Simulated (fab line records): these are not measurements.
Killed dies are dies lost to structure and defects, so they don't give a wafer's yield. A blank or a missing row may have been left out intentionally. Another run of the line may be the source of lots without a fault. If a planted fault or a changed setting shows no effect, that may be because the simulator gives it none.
fab line records | flow n5_finfet | part 2 of 2: steps 29 to 29 of 29
[record] lots = 6 wafers = 17 last_day = 17
route steps=1938 shown BEOL_M14@1731 PASSIVATION@1936
lots that met no fault: from a run of the same line without faults
start_h: start of the lot's first displayed wafer, in hours after the record's first day | wait_h: how many hours have passed since the lot's step before this one | " as in the row above | L1.1+2: a row that stands for several wafers | - no value, or no start given | * or withheld: withheld | < > ~ a bound
route shown NAME@n: a module of which the file shows steps, and the number in the route of the first | usual: mean and standard deviation over wafers with no fault | same: alike in all rows | chamber/n: place in a boat | sites: per-site readings | _std_site: standard deviation of those values | _edge_site: the outer-site mean with the inner-site mean subtracted | radius_mm: how far each site lies from the wafer's centre | mask NAME#n: copy n | behind: the tool/chamber that last shaped the wafer | hold: cause of the lot's hold/its duration in hours/its outcome | device: the transistor (n, p or np) that didn't switch | end of line: the route-end tests of the same wafers | for a step that has no rows: nothing shown but its recipe | killed: the dies lost at the first sort to structure and to defects; this is not the yield of the wafer | map: shows each die of a wafer: x if killed, . if not, _ if none is there
set.NAME: the setting the step ran with; set.NAME@STEP: the setting that earlier step ran with | model.NAME: the simulator's own value behind a step, which no gauge read
certain route steps with their lots: each step a table, each wafer a row
services: a tool's chamber out of use, with start hour (start_h, from the record's first day; less than 0 if before it), hours out, and reason
[[steps]]
[step N5_PASSIVATION_PROBE_49]
[usual] defect_limited_yield = 91.5/1.5 killed_at_M0_to_M3 = 32/9.4 killed_at_M4_up = 12/5.1 killed_at_contacts = 11/7.4 killed_at_front_end = 41/11 killed_at_other = 3.4/2.5 killed_dies = 100/17 killed_open = 65/14 killed_short = 33/7 sort_bin_5_function = 4.9/0.96 sort_bin_6_memory = 3.1/0.7 sort_n_pass = 1080/17 sort_yield_pct = 91.5/1.5
[same] gross_dies = 1180 killed_at_back_side = 0 sort_bin_4_leakage[%] = 0 sort_bin_8_speed[%] = 0
// columns lot.wafer tool chamber start_h wait_h defect_limited_yield[%] killed_at_M0_to_M3 killed_at_M4_up killed_at_contacts killed_at_front_end killed_at_other killed_dies killed_open killed_short sort_bin_5_function[%] sort_bin_6_memory[%] sort_n_pass sort_yield_pct[%]
L596.1 prober-02 - 251.34 0.0 90.2 34 14 4 59 5 116 66 42 4.6 4.7 1064 90.2
L596.5 prober-02 - 251.54 0.2 89.9 37 16 13 48 5 119 84 33 5.4 4.3 1061 89.9
L596.6 prober-02 - 251.59 0.3 91.2 30 15 11 45 3 104 69 32 5.7 2.9 1076 91.2
L597.1 prober-02 - 264.47 0.0 92.5 42 17 6 22 2 89 59 30 4.7 2.8 1091 92.5
L597.2 prober-02 - 264.52 0.1 90.8 30 14 8 50 6 108 62 38 4.6 3.2 1072 90.8
L597.4 prober-02 - 264.62 0.2 93.8 17 7 8 39 2 73 38 26 3.4 1.9 1107 93.8
L602.2 prober-02 - 279.67 0.1 92.5 29 8 15 36 0 88 61 26 4.2 3.1 1092 92.5
L602.3 prober-02 - 279.72 0.1 91.2 27 10 15 51 1 104 66 35 4.9 3.2 1076 91.2
L602.6 prober-02 - 279.87 0.3 93.5 14 14 9 39 1 77 44 29 4.4 1.8 1103 93.5
L609.1 prober-01 - 326.39 0.0 91.9 39 7 8 40 2 96 56 40 5.1 2.9 1084 91.9
L609.4 prober-01 - 326.54 0.2 91.9 40 9 12 35 0 96 68 27 5.2 2.7 1084 91.9
L618.1 prober-02 - 388.73 0.0 91.4 38 14 5 39 5 101 64 27 5.2 2.3 1079 91.4
L618.5 prober-02 - 388.93 0.2 93.1 25 14 5 37 1 82 50 30 3.6 3.2 1098 93.1
L618.6 prober-02 - 388.98 0.3 93.2 31 7 9 27 6 80 51 29 4.3 2.5 1100 93.2
L619.1 prober-02 - 401.05 0.0 92.0 33 12 6 35 8 94 61 33 4.4 3.2 1086 92.0
L619.4 prober-02 - 401.20 0.2 95.2 14 13 3 26 1 57 32 25 2.8 1.9 1123 95.2
L619.5 prober-02 - 401.25 0.2 91.3 25 18 11 43 6 103 75 28 4.7 4.0 1077 91.3
// killed by level:class
L596.1 STI_FIN_REVEAL:geometric_particle:open=22 BEOL_M2:geometric_particle:open=9 BEOL_M0_SAQP:geometric_particle:short=8 FIN_SAQP:geometric_particle:open=7 FIN_SAQP:geometric_particle:short=6 ILD0:geometric_particle:short=6 BEOL_M4:geometric_particle:open=6 STI_FIN_REVEAL:geometric_particle:short=5
L596.5 FIN_SAQP:geometric_particle:short=12 BEOL_M3:geometric_particle:open=11 MOL_CONTACT_COAG:geometric_particle:open=11 STI_FIN_REVEAL:geometric_particle:open=10 BEOL_M0_SAQP:geometric_particle:open=9 FIN_SAQP:geometric_particle:open=8 BEOL_M4:geometric_particle:open=6 BEOL_M2:geometric_particle:open=4
L596.6 FIN_SAQP:geometric_particle:open=13 FIN_SAQP:geometric_particle:short=9 BEOL_M0_SAQP:geometric_particle:open=9 BEOL_M4:geometric_particle:open=8 MOL_CONTACT_COAG:geometric_particle:open=7 BEOL_M3:geometric_particle:open=7 STI_FIN_REVEAL:geometric_particle:open=6 BEOL_M0_SAQP:geometric_particle:short=5
L597.1 BEOL_M2:geometric_particle:open=12 FIN_SAQP:geometric_particle:short=10 BEOL_M3:geometric_particle:open=7 BEOL_M4:geometric_particle:open=6 MOL_CONTACT_COAG:geometric_particle:open=5 BEOL_M0_SAQP:geometric_particle:short=5 BEOL_M3:geometric_particle:short=5 BEOL_M1:geometric_particle:open=4
L597.2 FIN_SAQP:geometric_particle:short=15 FIN_SAQP:geometric_particle:open=11 BEOL_M0_SAQP:geometric_particle:open=11 HKMG_FIN:area_etch=7 BEOL_M4:geometric_particle:open=6 DUMMY_GATE:geometric_particle:open=5 MOL_CONTACT_COAG:geometric_particle:open=5 BEOL_M0_SAQP:geometric_particle:short=5
L597.4 FIN_SAQP:geometric_particle:short=13 HKMG_FIN:area_etch=9 MOL_CONTACT_COAG:geometric_particle:open=6 BEOL_M0_SAQP:geometric_particle:short=5 BEOL_M2:geometric_particle:open=5 FIN_SAQP:geometric_particle:open=4 BEOL_M0_SAQP:geometric_particle:open=4 BEOL_M4:geometric_particle:open=4
L602.2 MOL_CONTACT_COAG:geometric_particle:open=14 BEOL_M0_SAQP:geometric_particle:open=9 GATE_CUT:geometric_particle:short=8 FIN_SAQP:geometric_particle:short=6 FIN_SAQP:geometric_particle:open=5 BEOL_M1:geometric_particle:open=5 BEOL_M2:geometric_particle:open=5 STARTING-WAFER:geometric_particle:open=5
L602.3 FIN_SAQP:geometric_particle:open=13 MOL_CONTACT_COAG:geometric_particle:open=12 FIN_SAQP:geometric_particle:short=11 BEOL_M2:geometric_particle:open=11 DUMMY_GATE:geometric_particle:open=7 BEOL_M0_SAQP:geometric_particle:open=5 GATE_CUT:geometric_particle:open=5 BEOL_M0_SAQP:geometric_particle:short=5
L602.6 FIN_SAQP:geometric_particle:short=9 MOL_CONTACT_COAG:geometric_particle:open=9 FIN_SAQP:geometric_particle:open=6 GATE_CUT:geometric_particle:short=6 BEOL_M4:geometric_particle:open=6 STARTING-WAFER:geometric_particle:short=5 DUMMY_GATE:geometric_particle:open=5 DUMMY_GATE:geometric_particle:short=3
L609.1 BEOL_M0_SAQP:geometric_particle:short=12 STI_FIN_REVEAL:geometric_particle:open=11 BEOL_M0_SAQP:geometric_particle:open=10 MOL_CONTACT_COAG:geometric_particle:open=7 FIN_SAQP:geometric_particle:open=6 FIN_SAQP:geometric_particle:short=5 STI_FIN_REVEAL:geometric_particle:short=5 BEOL_M2:geometric_particle:open=5
L609.4 STI_FIN_REVEAL:geometric_particle:open=11 BEOL_M0_SAQP:geometric_particle:open=11 BEOL_M0_SAQP:geometric_particle:short=10 MOL_CONTACT_COAG:geometric_particle:open=9 BEOL_M3:geometric_particle:open=9 BEOL_M4:geometric_particle:open=9 DUMMY_GATE:geometric_particle:open=5 FIN_SAQP:geometric_particle:open=4
L618.1 BEOL_M0_SAQP:geometric_particle:open=18 STI_FIN_REVEAL:geometric_particle:open=7 BEOL_M0_SAQP:geometric_particle:short=7 HKMG_FIN:area_etch=7 FIN_SAQP:geometric_particle:short=5 BEOL_M4:geometric_particle:open=5 MOL_CONTACT_COAG:geometric_particle:open=4 STARTING-WAFER:geometric_particle:short=4
L618.5 FIN_SAQP:geometric_particle:short=8 STI_FIN_REVEAL:geometric_particle:open=7 GATE_CUT:geometric_particle:short=7 BEOL_M0_SAQP:geometric_particle:open=7 BEOL_M4:geometric_particle:open=6 MOL_CONTACT_COAG:geometric_particle:open=4 BEOL_M0:geometric_particle:open=4 BEOL_M1:geometric_particle:short=4
L618.6 BEOL_M0_SAQP:geometric_particle:open=9 BEOL_M0_SAQP:geometric_particle:short=8 BEOL_M2:geometric_particle:open=8 MOL_CONTACT_COAG:geometric_particle:open=6 FIN_SAQP:geometric_particle:short=5 GATE_CUT:geometric_particle:short=4 BEOL_M4:geometric_particle:open=4 BEOL_M1:geometric_particle:open=4
L619.1 DUMMY_GATE:geometric_particle:open=9 BEOL_M1:geometric_particle:open=8 BEOL_M0_SAQP:geometric_particle:short=7 BEOL_M1:geometric_particle:short=7 FIN_SAQP:geometric_particle:open=5 FIN_SAQP:geometric_particle:short=5 STARTING-WAFER:geometric_particle:open=5 MOL_CONTACT_COAG:geometric_particle:open=4
L619.4 FIN_SAQP:geometric_particle:short=7 FIN_SAQP:geometric_particle:open=5 BEOL_M1:geometric_particle:open=5 BEOL_M5:geometric_particle:open=5 ILD0:geometric_particle:short=3 BEOL_M0_SAQP:geometric_particle:short=3 BEOL_M1:geometric_particle:short=3 BEOL_M4:geometric_particle:open=3
L619.5 DUMMY_GATE:geometric_particle:open=10 BEOL_M4:geometric_particle:open=9 MOL_CONTACT_COAG:geometric_particle:open=8 STARTING-WAFER:geometric_particle:open=7 FIN_SAQP:geometric_particle:open=6 BEOL_M0_SAQP:geometric_particle:open=6 BEOL_M1:geometric_particle:open=6 PAD_METAL:geometric_particle:open=6
[[services]]
// columns tool chamber start_h hours kind
rie_diel-04 0 208.52 8.1 repair
rie_diel-06 3 218.47 - clean
rie_diel-06 3 218.47 - consumable_replace:focus_ring
rie_diel-06 3 218.47 14.5 scheduled_down
rie_diel-06 3 218.47 14.5 vent_cycle
rie_diel-06 - 224.00 4.3 pm
rie_diel-06 1 232.93 - clean
rie_diel-06 1 232.93 - consumable_replace:focus_ring
rie_diel-06 1 232.93 23.5 scheduled_down
rie_diel-06 1 232.93 23.5 vent_cycle
rie_diel-02 2 266.21 11.0 repair
rie_diel-06 2 275.51 - clean
rie_diel-06 2 275.51 - consumable_replace:focus_ring
rie_diel-06 2 275.51 - consumable_replace:showerhead
rie_diel-06 2 275.51 16.2 scheduled_down
rie_diel-06 2 275.51 16.2 vent_cycle
rie_diel-04 - 279.19 1.3 repair
rie_diel-04 2 280.55 4.1 repair
rie_diel-02 1 308.79 - clean
rie_diel-02 1 308.79 - consumable_replace:focus_ring
rie_diel-02 1 308.79 16.9 scheduled_down
rie_diel-06 - 319.94 0.8 repair
rie_diel-04 0 366.47 32.6 repair
rie_diel-02 3 377.58 6.5 repair
